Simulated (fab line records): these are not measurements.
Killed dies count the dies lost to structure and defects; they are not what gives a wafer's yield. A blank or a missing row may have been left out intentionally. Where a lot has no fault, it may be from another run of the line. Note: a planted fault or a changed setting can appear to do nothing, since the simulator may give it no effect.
The tool behind it: which one? ; flow n5-finfet ; 14 lots with 42 wafers sampled at 3 steps, on a route of 1938 steps

## WHAT THE GAUGES READ, wafer by wafer
N5_BEOL_M2_INSPECT_59: inspects for defects (darkfield). Usual: raw-defect-count at 65, with a standard deviation of 26.
lot;measured;on;raw-defect-count;flag
L474;day 7 03:19;defect-inspect-02;77 72 60;
L473;day 7 16:01;defect-inspect-02;37 45 43;
L475;day 7 22:39;defect-inspect-01;52 50 64;
L476;day 8 05:21;defect-inspect-02;95 44 44;
L479;day 8 14:48;defect-inspect-02;54 55 35;
L478;day 8 15:22;defect-inspect-02;77 94 75;
L480;day 8 21:11;defect-inspect-02;52 67 79;
L483;day 9 21:29;defect-inspect-02;65 51 39;
L484;day 10 05:31;defect-inspect-01;50 42 34;
L492;day 11 16:59;defect-inspect-01;96 62 74;
L493;day 12 08:14;defect-inspect-02;93 74 62;
L494;day 12 08:31;defect-inspect-02;73 85 68;
L495;day 12 16:52;defect-inspect-01;41 73 57;
L496;day 12 20:29;defect-inspect-02;124 83 64;

N5_BEOL_M3_THK_MEAS_01. Usual: for M3_ILD_THK the level is 79.1 nm and the standard deviation is 1.1.
lot;measured;on;M3_ILD_THK (nm);flag
L474;day 7 03:25;film-metro-02;77.2 78.6 80.5;
L473;day 7 16:08;film-metro-02;79.8 78.9 81.6;
L475;day 7 22:46;film-metro-02;78.8 76.7 79.7;
L476;day 8 05:27;film-metro-02;78.1 78.9 79.8;
L479;day 8 14:54;film-metro-02;77.6 78.2 77.7;
L478;day 8 15:28;film-metro-02;78.3 80.1 80.7;
L480;day 8 21:17;film-metro-02;78.8 78.3 79.6;
L483;day 9 21:35;film-metro-01;78.5 79.8 80.2;
L484;day 10 05:37;film-metro-01;76.4 77.0 78.8;
L492;day 11 17:05;film-metro-01;79.2 79.0 78.5;
L493;day 12 08:20;film-metro-01;79.0 80.3 78.6;
L494;day 12 08:37;film-metro-02;78.4 79.2 81.2;
L495;day 12 16:58;film-metro-02;79.7 80.2 80.2;
L496;day 12 20:35;film-metro-01;78.9 77.9 78.2;

## WHAT TOOL EACH LOT RAN ON (gives the tool, then ch and the chambers of the sampled wafers, and finally the start)
lot;N5_BEOL_M2_PRE_CLEAN_60
L474;cvd-co-01 ch 0,1, day 7 03:04
L473;cvd-co-01 ch 0,2, day 7 15:45
L475;cvd-co-01 ch 1,2, day 7 22:24
L476;cvd-co-01 ch 0,1,2, day 8 05:06
L479;cvd-co-01 ch 0,2, day 8 14:33
L478;cvd-co-01 ch 0,1, day 8 15:07
L480;cvd-co-02 ch 0,2, day 8 20:56
L483;cvd-co-02 ch 0,1,2, day 9 21:12
L484;cvd-co-01 ch 0,1,2, day 10 05:16
L492;cvd-co-01 ch 0,1, day 11 16:43
L493;cvd-co-01 ch 1,2, day 12 07:59
L494;cvd-co-01 ch 0,2, day 12 08:16
L495;cvd-co-01 ch 1,2, day 12 16:37
L496;cvd-co-01 ch 0,1,2, day 12 20:15
- N5_BEOL_M2_PRE_CLEAN_60: time 15 s.

## AS READ BY THE TOOLS THEMSELVES (means over the sampled wafers that have a number; for cases with no such wafer, the mark the record gives instead)
N5_BEOL_M2_PRE_CLEAN_60. Usual: heater-power-w at 86 W, with a standard deviation of 15.
lot;tool;heater-power-w (W);flag
L474;cvd-co-01;99;
L473;cvd-co-01;86;
L475;cvd-co-01;88;
L476;cvd-co-01;88;
L479;cvd-co-01;76;
L478;cvd-co-01;100;
L480;cvd-co-02;90;
L483;cvd-co-02;84;
L484;cvd-co-01;87;
L492;cvd-co-01;98;
L493;cvd-co-01;87;
L494;cvd-co-01;77;
L495;cvd-co-01;75;
L496;cvd-co-01;88;

## THE ANSWER, worked out from the rows above alone
Rule: take the mean of a lot's wafers that have a number; if it is more than 3 standard deviations from the usual mean, the lot is off. A lot without any number at a reading at which 4 lots or more have one is off too. Where the step has rows for the other lots, those lots are counted as sound. Order of review: gauges by route order, followed by the tools' own readings, for which a lot's mean as printed above is used. The first step at which some lot is off is used, and at that step the reading that is off furthest; a lot without a number counts as furthest.
Nothing can be told from this: no lot is off at any reading shown.

## WHAT THE SIMULATOR HAD INSERTED
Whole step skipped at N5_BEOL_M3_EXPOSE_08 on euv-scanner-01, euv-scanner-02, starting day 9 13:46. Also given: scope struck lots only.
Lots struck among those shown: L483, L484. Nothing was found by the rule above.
